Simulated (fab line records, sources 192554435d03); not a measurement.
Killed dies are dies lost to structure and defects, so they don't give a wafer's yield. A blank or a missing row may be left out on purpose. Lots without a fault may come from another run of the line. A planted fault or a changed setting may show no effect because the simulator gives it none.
Split-lot experiment | flow n5_finfet | 7 lots, 39 wafers read, on a route of 1938 steps

THE SPLIT
At N5_SDB_ALD_29 (deposits SiNx, target thk 30 nm, pulse time 1 s, ald cycles 600), the setting ald_cycles was moved away from the recipe's 600 on 12 of the 39 wafers read, by -27.0% to +27.3%. The other wafers ran this setting at the recipe's value.

The reading is taken at the split's own step.

THE READING
SiNx_of_SDB_ALD_29.thk_nm (the simulator's own value, which no gauge read), in nm, at N5_SDB_ALD_29 (deposits SiNx, target thk 30 nm, pulse time 1 s, ald cycles 600). The file gives no usual value for it. The 27 wafers here that ran the recipe average 30.0 nm, standard deviation 0.076 nm.

wafer  | tool, chamber at the split | ald_cycles as run | against the recipe | SiNx_of_SDB_ALD_29.thk_nm, nm | against lot-mates on the recipe
L079.1 | ald_sin-02, 1,2,3,0,1,2    | 600               | recipe             | 30                            | -
L079.2 | ald_sin-02, 1,2,3,0,1,2    | 600               | recipe             | 30                            | -
L079.3 | ald_sin-02, 1,2,3,0,1,2    | 600               | recipe             | 30                            | -
L079.4 | ald_sin-02, 1,2,3,0,1,2    | 600               | recipe             | 30                            | -
L079.5 | ald_sin-02, 1,2,3,0,1,2    | 600               | recipe             | 30                            | -
L079.6 | ald_sin-02, 1,2,3,0,1,2    | 600               | recipe             | 30                            | -
L080.1 | ald_sin-04, 0,1            | 600               | recipe             | 30                            | -
L080.2 | ald_sin-04, 0,1            | 600               | recipe             | 30                            | -
L080.3 | ald_sin-04, 3              | 600               | recipe             | 30.2                          | -
L080.4 | ald_sin-04, 2,3            | 438               | -27.0%             | 22                            | -8.1
L080.5 | ald_sin-04, 2,3            | 438               | -27.0%             | 22                            | -8.1
L080.6 | ald_sin-04, 0              | 438               | -27.0%             | 21.8                          | -8.3
L081.1 | ald_sin-04, 2,1,3,3,2      | 600               | recipe             | 30                            | -
L081.2 | ald_sin-04, 2,1,3,3,2      | 600               | recipe             | 30                            | -
L081.3 | ald_sin-04, 2,1,3,3,2      | 600               | recipe             | 30                            | -
L081.5 | ald_sin-04, 2,1,3,3,2      | 600               | recipe             | 30                            | -
L081.6 | ald_sin-04, 2,1,3,3,2      | 600               | recipe             | 30                            | -
L081.4 | ald_sin-04, 0              | 600               | recipe             | 29.8                          | -
L083.1 | ald_sin-02, 3,0,1          | 600               | recipe             | 30                            | -
L083.2 | ald_sin-02, 3,0,1          | 600               | recipe             | 30                            | -
L083.4 | ald_sin-02, 3,0,1          | 600               | recipe             | 30                            | -
L083.3 | ald_sin-02, 2,2,1          | 485               | -19.2%             | 24.2                          | -5.8
L083.5 | ald_sin-02, 2,2,1          | 485               | -19.2%             | 24.2                          | -5.8
L083.6 | ald_sin-02, 2,2,1          | 485               | -19.2%             | 24.2                          | -5.8
L085.1 | ald_sin-02, 3              | 764               | +27.3%             | 38.4                          | +8.3
L085.2 | ald_sin-02, 2,1            | 764               | +27.3%             | 38.2                          | +8.1
L085.4 | ald_sin-02, 2,1            | 764               | +27.3%             | 38.2                          | +8.1
L085.3 | ald_sin-02, 0              | 600               | recipe             | 30.2                          | -
L085.5 | ald_sin-02, 0,3            | 600               | recipe             | 30                            | -
L085.6 | ald_sin-02, 0,3            | 600               | recipe             | 30                            | -
L089.1 | ald_sin-04, 0,1,0          | 600               | recipe             | 30                            | -
L089.2 | ald_sin-04, 0,1,0          | 600               | recipe             | 30                            | -
L089.6 | ald_sin-04, 0,1,0          | 600               | recipe             | 30                            | -
L089.3 | ald_sin-04, 2,3            | 704               | +17.3%             | 35.2                          | +5.2
L089.4 | ald_sin-04, 2,3            | 704               | +17.3%             | 35.2                          | +5.2
L089.5 | ald_sin-04, 1              | 704               | +17.3%             | 35.4                          | +5.4
L093.2 | ald_sin-01, 0,1            | 600               | recipe             | 30                            | -
L093.3 | ald_sin-01, 0,1            | 600               | recipe             | 30                            | -
L093.6 | ald_sin-01, 3              | 600               | recipe             | 30.2                          | -
Where a row lists several chambers, the file gives one row for several wafers and doesn't say which wafer went through which chamber.

THE FIT
A straight line over all 39 wafers: SiNx_of_SDB_ALD_29.thk_nm changes by +0.301 nm for each +1% of ald_cycles; r = +1.00; the points scatter about the line by 0.082 nm.
The same after taking each lot's own level away (the mean of its wafers on the recipe; 39 wafers): +0.301 nm for each +1%; r = +1.00; scatter 0.074 nm.
On that fit, the largest move of ald_cycles shifts the reading by 8.2 nm.
The lots' own levels span 29.97 to 30.07 nm, that is 1.3 times the standard deviation above.
So the lot-to-lot level changes the slope little: the two slopes agree.
Check: with one of the wafers moved furthest among these (+27.3%) left out of the fit, the line predicts +8.22 nm for it against its lot-mates. It came out at +8.33 nm against them.

OTHER SPLITS ON THESE WAFERS
These wafers also went through other splits before the reading. Each is held against what the fit with the lots' levels taken away leaves over:
other split on the same wafers | wafers away from the commonest value | r with SiNx_of_SDB_ALD_29.thk_nm (lot level and that fit taken away)
N5_FIN_SAQP_PECVD_06 time_s    | 18                                   | -0.13
N5_SPACER0_ALD_07 target_thk_a | 9                                    | +0.24

THE FILE'S OWN FIT
SiNx_of_SDB_ALD_29.thk_nm changes by +0.301 nm for each +1% of ald_cycles, r = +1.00.
